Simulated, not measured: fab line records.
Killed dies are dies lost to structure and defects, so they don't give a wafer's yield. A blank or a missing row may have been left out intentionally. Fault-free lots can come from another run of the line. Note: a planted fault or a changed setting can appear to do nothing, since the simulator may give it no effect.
A lot that was struck, set against a sound lot | flow nand_harc | 14 out of 1302 route steps
Sound: wafers L568.1, L568.2, L568.5. Struck: wafers L566.2, L566.4, L566.5. The cause is named last.
Per side, at each step with rows, come the tool, then ch with its chambers, and then its first start. Under that, the readings that differ: sound wafers | struck wafers | difference of the means | sigmas: that difference in standard deviations of wafers without a fault.
alike: readings with means less than 2 such deviations apart, plus words and numbers identical on both sides. not compared: withheld readings, readings lacking a value on some wafer, bounds such as >300 that could conceal the same value, and numbers that have no deviation in the record and whose values overlap.
Wherever a step has rows on one side only, a row that says differs or no value, or a row with sigmas, the two part there. Numbers that don't overlap but have no deviation are shown without sigmas and don't part them. A reading missing from all wafers of one side parts the sides only when that side holds two or more wafers.

NHARC_P_M2_PVD_20: deposits TaN, target thk 5 nm, time 8.06 s.
  sound on pvd_sputter-03; struck on pvd_sputter-01
  alike: throttle_valve_pct
NHARC_P_M2_PVD_21: deposits Cu, target thk 30 nm, time 20.49 s.
  sound on pvd_sputter-03; struck on pvd_sputter-01
  alike: throttle_valve_pct
then, 2 steps without rows for these wafers: NHARC_P_M2_ECD_22 (material Cu, target thk 400 nm); NHARC_P_M2_ANNEAL_31 (time 90 s).
NHARC_P_M2_CMP_23: polishes, t overpolish 20 s, target thk 144.3 nm.
  sound on cmp-04 ch 2,3, day 14 09:44; struck on cmp-04 ch 1,2,3, day 13 08:58
  reading                | sound          | struck         | difference | sigmas
  time_to_endpoint_s (s) | 25.7 25.0 27.6 | 30.4 30.7 31.1 | +4.6       | +2
  alike: edge_zone_pressure_frac, motor_current_A, retaining_ring_pressure_frac
NHARC_P_M2_THK_MEAS_24: measures by xrf.
  struck on film_metro-01, day 13 09:17; sound on film_metro-01, day 14 10:04
  alike: thk_nm
following that, these wafers have no rows for 1 step: NHARC_P_M2_SRD_25.
NHARC_P_M2_INSPECT_27:
  struck on defect_inspect-01, day 13 09:26; sound on defect_inspect-02, day 14 10:13
  alike: raw_defect_count
NHARC_P_M2_PRE_CLEAN_32: time 12 s.
  sound on pecvd-02 ch 0,2, day 14 10:17; struck on pecvd-02 ch 0,1,2, day 13 09:30
  alike: heater_power_w
then, 1 step without rows for these wafers: NHARC_P_M2_DEP_33 (deposits SiCN, target thk 30 nm).
NHARC_P_BONDPAD_DEP_00: deposits SiCN, target thk 250 nm.
  sound on pecvd-02 ch 0,1; struck on pecvd-02 ch 0,1,2
  alike: heater_power_w
NHARC_P_BONDPAD_CMP_32: polishes SiCN, target thk 200 nm.
  sound on cmp-01 ch 1,2,3, day 14 11:11; struck on cmp-02 ch 0,3, day 13 10:24
  no value came back on the struck wafers for edge_zone_pressure_frac, motor_current_A (A), retaining_ring_pressure_frac; on the sound wafers edge_zone_pressure_frac reads 1.003 1.006 0.995
NHARC_P_BONDPAD_THK_MEAS_33: measures by ellipsometry.
  struck on film_metro-02, day 13 10:38; sound on film_metro-02, day 14 11:25
  reading     | sound             | struck            | difference | sigmas
  thk_nm (nm) | 198.9 200.5 201.0 | 247.3 252.9 254.0 | +51.3      | +32
following that, these wafers have no rows for 1 step: NHARC_P_BONDPAD_SRD_34.

## WHERE THEY PART
Earliest at NHARC_P_M2_CMP_23; latest, in this record, at NHARC_P_BONDPAD_THK_MEAS_33.

WHY: what had been put in by the simulator
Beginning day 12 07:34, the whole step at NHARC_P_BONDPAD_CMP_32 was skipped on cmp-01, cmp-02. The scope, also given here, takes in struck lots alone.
